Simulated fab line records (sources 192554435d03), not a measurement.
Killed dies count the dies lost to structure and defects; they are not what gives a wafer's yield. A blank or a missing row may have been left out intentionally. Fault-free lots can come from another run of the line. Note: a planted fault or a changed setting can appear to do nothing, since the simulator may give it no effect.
The tool behind it: which one?    flow n5-finfet    22 wafers from 8 lots sampled at 9 of the route's 1938 steps

== WHAT THE GAUGES SHOWED, per wafer ==
N5_BEOL_M4_RC_MEAS_101. Usual: DIBL_N 36.4 mV/V, standard deviation 1.5; DIBL_P 36.4 mV/V, standard deviation 1.6; IOFF_N 0.164 nA/um, standard deviation 0.025; IOFF_P 0.214 nA/um, standard deviation 0.028; ION_N 675 uA/um, standard deviation 9.9; ION_P 463 uA/um, standard deviation 6.5; SS_N 71.5 mV/dec, standard deviation 0.5; SS_P 73.3 mV/dec, standard deviation 0.56; VT_N 249.2 mV, standard deviation 2.7; VT_P -250.1 mV, standard deviation 2.8.
lot   measured      on         DIBL_N (mV/V)   DIBL_P (mV/V)   IOFF_N (nA/um)     IOFF_P (nA/um)     ION_N (uA/um)  ION_P (uA/um)  SS_N (mV/dec)   SS_P (mV/dec)   VT_N (mV)          VT_P (mV)             flag
L263  day 7 20:11   prober-02  36.5 37.0 37.2  35.4 36.7 36.3  0.134 0.155 0.149  0.171 0.186 0.185  664 688 660    453 458 451    71.2 70.7 70.8  73.7 73.7 73.2  250.4 248.1 251.0  -256.0 -253.7 -256.5  
L267  day 8 21:29   prober-01  35.8 35.2 34.1  35.7 34.7 34.3  0.163 0.154 0.136  0.214 0.195 0.186  678 676 664    462 460 460    70.9 71.1 70.7  73.4 73.3 72.3  250.3 250.3 253.4  -252.0 -250.5 -251.6  
L270  day 9 22:43   prober-01  38.0 39.0 38.1  38.1 39.0 37.9  0.188 0.219 0.191  0.232 0.242 0.228  679 694 688    458 469 466    71.8 72.1 71.2  73.6 73.2 74.3  246.1 242.9 244.9  -248.4 -249.2 -249.0  
L277  day 11 03:29  prober-01  37.2 37.9       38.6 38.8       0.181 0.203        0.239 0.244        677 679        464 458        71.7 72.0       73.4 73.5       249.7 248.6        -250.6 -246.8         
L280  day 12 08:25  prober-01  37.9 36.9       38.7 37.5       0.222 0.207        0.244 0.225        696 697        468 468        72.3 71.7       73.6 74.4       246.7 245.8        -248.5 -249.9         
L283  day 13 00:23  prober-01  37.0 36.1 36.7  37.4 36.9 37.4  0.161 0.150 0.152  0.218 0.207 0.208  674 677 669    463 464 464    71.5 72.0 71.9  73.1 72.8 73.1  247.9 247.4 248.8  -252.6 -249.7 -250.3  
L286  day 13 15:23  prober-02  37.4 36.6 37.8  37.1 36.1 36.8  0.184 0.164 0.174  0.225 0.212 0.218  675 674 678    464 457 459    71.4 71.6 71.2  73.8 73.7 74.1  246.9 251.0 249.6  -250.5 -251.4 -249.9  
L285  day 13 16:01  prober-02  35.5 36.0 36.3  35.8 36.8 36.5  0.140 0.158 0.155  0.200 0.221 0.216  660 670 665    457 465 464    71.3 72.0 71.7  72.4 73.2 72.3  250.5 249.4 251.5  -249.5 -250.0 -250.7  

N5_BEOL_M5_CD_MEAS_18: pitch 56 nm, target cd 28 nm. Usual: cd-nm at 27.89 nm, with a standard deviation of 0.29.
lot   measured      on         cd-nm (nm)         flag
L263  day 7 22:48   cd-sem-02  27.87 27.66 28.41  
L267  day 9 01:26   cd-sem-03  28.11 27.99 27.74  
L270  day 10 04:08  cd-sem-02  27.97 27.76 28.08  
L277  day 11 07:53  cd-sem-02  27.87 27.98        
L280  day 12 12:29  cd-sem-02  28.26 26.85        
L283  day 13 03:48  cd-sem-03  27.55 27.85 28.15  
L286  day 13 18:27  cd-sem-02  27.92 28.26 27.86  
L285  day 13 19:11  cd-sem-02  27.56 27.66 28.30  

N5_BEOL_M5_OCD_MEAS_38. Usual: trench-depth-nm at 71.4 nm, with a standard deviation of 1.1.
lot   measured      on      trench-depth-nm (nm)  flag
L263  day 7 23:48   ocd-01  71.4 71.4 71.4        
L267  day 9 02:34   ocd-01  72.5 72.3 71.9        
L270  day 10 05:17  ocd-02  73.1 73.4 71.8        
L277  day 11 09:00  ocd-01  10.5 70.1             OFF
L280  day 12 13:48  ocd-01  71.6 10.6             OFF
L283  day 13 04:41  ocd-01  70.5 70.4 72.2        
L286  day 13 20:34  ocd-01  71.7 70.8 72.1        
L285  day 13 20:48  ocd-02  71.1 70.4 68.3        

N5_BEOL_M5_CD_MEAS_35: target cd 28 nm, target cd y 24 nm. Usual: cd-nm at 27.96 nm, with a standard deviation of 0.29.
lot   measured      on         cd-nm (nm)         flag
L263  day 7 23:57   cd-sem-03  27.89 28.37 28.52  
L267  day 9 02:43   cd-sem-01  27.86 27.74 27.88  
L270  day 10 05:26  cd-sem-03  28.14 28.27 27.98  
L277  day 11 09:10  cd-sem-03  - 27.83            
L280  day 12 13:58  cd-sem-02  27.90 -            
L283  day 13 04:50  cd-sem-03  27.68 27.83 28.04  
L286  day 13 20:43  cd-sem-02  28.06 28.38 28.31  
L285  day 13 20:57  cd-sem-01  28.34 27.97 28.00  

N5_BEOL_M5_THK_MEAS_53: measures by xrf. Usual: M5_THK typically reads 60.8 nm, with standard deviation 1.6.
lot   measured      on             M5_THK (nm)     flag
L263  day 8 06:45   film-metro-01  60.7 61.7 62.4  
L267  day 9 10:04   film-metro-01  61.3 61.4 61.0  
L270  day 10 11:29  film-metro-02  62.8 63.1 61.9  
L277  day 11 15:55  film-metro-02  - 57.1          
L280  day 12 20:34  film-metro-02  60.0 -          
L283  day 13 11:05  film-metro-01  60.3 58.4 60.7  
L286  day 14 03:14  film-metro-02  61.0 60.2 62.1  
L285  day 14 04:46  film-metro-02  60.2 59.9 58.5  

== WHICH TOOL RAN EACH LOT (tool, then ch and the chambers of the sampled wafers, then the start) ==
lot   N5_BEOL_M5_HM_DEP_02          N5_BEOL_M5_STRIP_19                 N5_BEOL_M5_ETCH_67                  N5_BEOL_M5_VIA_ETCH_34
L263  pvd-sputter-01, day 7 21:52   rie-diel-03 ch 0,1,3, day 7 22:44   rie-diel-05 ch 0,2,3, day 7 23:26   rie-diel-05 ch 0,2,3, day 7 23:34
L267  pvd-sputter-01, day 9 00:21   rie-diel-03 ch 1,2, day 9 01:22     rie-diel-06 ch 1,3, day 9 02:12     rie-diel-06 ch 1,3, day 9 02:20
L270  pvd-sputter-03, day 10 02:25  rie-diel-03 ch 0,1, day 10 04:02    rie-diel-06 ch 1,2,3, day 10 04:55  rie-diel-06 ch 1,2,3, day 10 05:02
L277  pvd-sputter-01, day 11 06:49  rie-diel-05 ch 0,1, day 11 07:49    rie-diel-03 ch 0,1, day 11 08:38    rie-diel-03 ch 0,1, day 11 08:46
L280  pvd-sputter-01, day 12 11:02  rie-diel-03 ch 0,3, day 12 12:24    rie-diel-05 ch 0,2, day 12 13:25    rie-diel-05 ch 0,2, day 12 13:33
L283  pvd-sputter-03, day 13 02:52  rie-diel-05 ch 0,2,3, day 13 03:44  rie-diel-06 ch 0,1,2, day 13 04:19  rie-diel-06 ch 0,1,2, day 13 04:26
L286  pvd-sputter-02, day 13 17:29  rie-diel-05 ch 0,2,3, day 13 18:22  rie-diel-06 ch 1,2, day 13 20:11    rie-diel-06 ch 1,2, day 13 20:19
L285  pvd-sputter-03, day 13 18:14  rie-diel-05 ch 0,1,2, day 13 19:07  rie-diel-03 ch 0,1,3, day 13 20:25  rie-diel-03 ch 0,1,3, day 13 20:33
- N5_BEOL_M5_HM_DEP_02: deposits TiN, target thk 20 nm.
- N5_BEOL_M5_STRIP_19: strips in O2.
- N5_BEOL_M5_ETCH_67: etches SiARC in CF4, target depth 15.6 nm, time 26 s.
- N5_BEOL_M5_VIA_ETCH_34: etches SiCOH lowk in C4F6/O2, target depth 88.3 nm, time 39.2 s.

== AS READ BY THE TOOLS THEMSELVES (means over the sampled wafers that have a number; for cases with no such wafer, the mark the record gives instead) ==
N5_BEOL_M5_HM_DEP_02. Usual: throttle-valve-pct at 29.5 %, with a standard deviation of 0.96.
lot   tool            throttle-valve-pct (%)  flag
L263  pvd-sputter-01  29.5                    
L267  pvd-sputter-01  29.3                    
L270  pvd-sputter-03  29.6                    
L277  pvd-sputter-01  29.4                    
L280  pvd-sputter-01  30.1                    
L283  pvd-sputter-03  29.6                    
L286  pvd-sputter-02  29.5                    
L285  pvd-sputter-03  30.0                    

N5_BEOL_M5_STRIP_19. Usual: drypump-motor-current-A 5.4 A, standard deviation 0.37; oes-product-au 0.78 a.u., standard deviation 0.094; rf-vpp-V 3.7 V, standard deviation 0.5; showerhead-plenum-p-Torr 2.12 Torr, standard deviation 0.062; throttle-valve-pct 16.63 %, standard deviation 0.21.
lot   tool         drypump-motor-current-A (A)  oes-product-au (a.u.)  rf-vpp-V (V)  showerhead-plenum-p-Torr (Torr)  throttle-valve-pct (%)  flag
L263  rie-diel-03  5.2                          0.75                   3.2           2.15                             16.62                   
L267  rie-diel-03  5.1                          0.78                   3.7           2.13                             16.51                   
L270  rie-diel-03  5.2                          0.69                   3.4           2.16                             16.72                   
L277  rie-diel-05  5.4                          0.82                   3.6           2.16                             16.55                   
L280  rie-diel-03  5.2                          0.75                   4.3           2.13                             16.66                   
L283  rie-diel-05  5.6                          0.80                   3.2           2.10                             16.61                   
L286  rie-diel-05  5.6                          0.79                   3.6           2.10                             16.61                   
L285  rie-diel-05  5.6                          0.84                   4.1           2.11                             16.60                   

N5_BEOL_M5_ETCH_67. Usual: drypump-motor-current-A 5.6 A, standard deviation 0.48; etch-rf-on-time-s 26.1 s, standard deviation 0.41; oes-product-au 0.67 a.u., standard deviation 0.074; rf-vpp-V 184.0 V, standard deviation 1.3; showerhead-plenum-p-Torr 2.15 Torr, standard deviation 0.066; throttle-valve-pct 15.65 %, standard deviation 0.22.
lot   tool         drypump-motor-current-A (A)  etch-rf-on-time-s (s)  oes-product-au (a.u.)  rf-vpp-V (V)  showerhead-plenum-p-Torr (Torr)  throttle-valve-pct (%)  flag
L263  rie-diel-05  5.6                          26.2                   0.63                   184.6         2.16                             15.66                   
L267  rie-diel-06  5.8                          26.0                   0.75                   184.1         2.18                             15.56                   
L270  rie-diel-06  5.9                          26.1                   0.70                   184.2         2.14                             15.69                   
L277  rie-diel-03  5.2                          26.7                   0.58                   183.9         2.21                             15.71                   
L280  rie-diel-05  5.7                          25.8                   0.72                   184.2         2.12                             15.50                   
L283  rie-diel-06  5.5                          26.1                   0.65                   183.2         2.09                             15.87                   
L286  rie-diel-06  5.4                          26.0                   0.67                   184.0         2.13                             15.83                   
L285  rie-diel-03  5.2                          26.4                   0.61                   183.8         2.18                             15.67                   

N5_BEOL_M5_VIA_ETCH_34. Usual: drypump-motor-current-A 5.6 A, standard deviation 0.48; oes-product-au 0.79 a.u., standard deviation 0.086; rf-vpp-V 666 V, standard deviation 7.7; showerhead-plenum-p-Torr 2.86 Torr, standard deviation 0.088; throttle-valve-pct 20.94 %, standard deviation 0.21.
lot   tool         drypump-motor-current-A (A)  oes-product-au (a.u.)  rf-vpp-V (V)  showerhead-plenum-p-Torr (Torr)  throttle-valve-pct (%)  flag
L263  rie-diel-05  5.6                          0.73                   662           2.88                             20.92                   
L267  rie-diel-06  5.8                          0.87                   672           2.90                             20.87                   
L270  rie-diel-06  5.9                          0.82                   671           2.85                             20.99                   
L277  rie-diel-03  5.2                          0.51                   668           2.92                             20.87                   OFF
L280  rie-diel-05  5.7                          0.59                   660           2.81                             20.74                   
L283  rie-diel-06  5.5                          0.76                   665           2.78                             21.17                   
L286  rie-diel-06  5.4                          0.79                   671           2.82                             21.12                   
L285  rie-diel-03  5.2                          0.72                   665           2.90                             20.90                   

== THE ANSWER, worked out from the rows above alone ==
Rule: a lot counts as off when the mean over its wafers that have a number is more than 3 standard deviations away from the usual mean. A lot without any number at a reading at which 4 lots or more have one is off too. Any other lot the step has rows for is counted as sound. Order of review: gauges by route order, followed by the tools' own readings, for which a lot's mean as printed above is used. At the first step where some lot is off, the reading lying furthest off is the one used; lots without a number count as furthest.
Off: L277, L280, at N5_BEOL_M5_OCD_MEAS_38 (trench-depth-nm).
A tool fits if, at a process step before that reading, it ran every lot that is off, and no sound lot after the first of them. The gauges at N5_BEOL_M5_OCD_MEAS_38 are tried like those tools. One fits: pvd-sputter-01 at N5_BEOL_M5_HM_DEP_02. Its last sound lot is L267 (day 9 00:21), its first lot that is off L277 (day 11 06:49): a fault that began between those two fits.

== WHAT HAD BEEN PUT IN BY THE SIMULATOR ==
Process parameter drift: pvd-sputter-01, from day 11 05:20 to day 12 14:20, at N5_BEOL_M5_HM_DEP_02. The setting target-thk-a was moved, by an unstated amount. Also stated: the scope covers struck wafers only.
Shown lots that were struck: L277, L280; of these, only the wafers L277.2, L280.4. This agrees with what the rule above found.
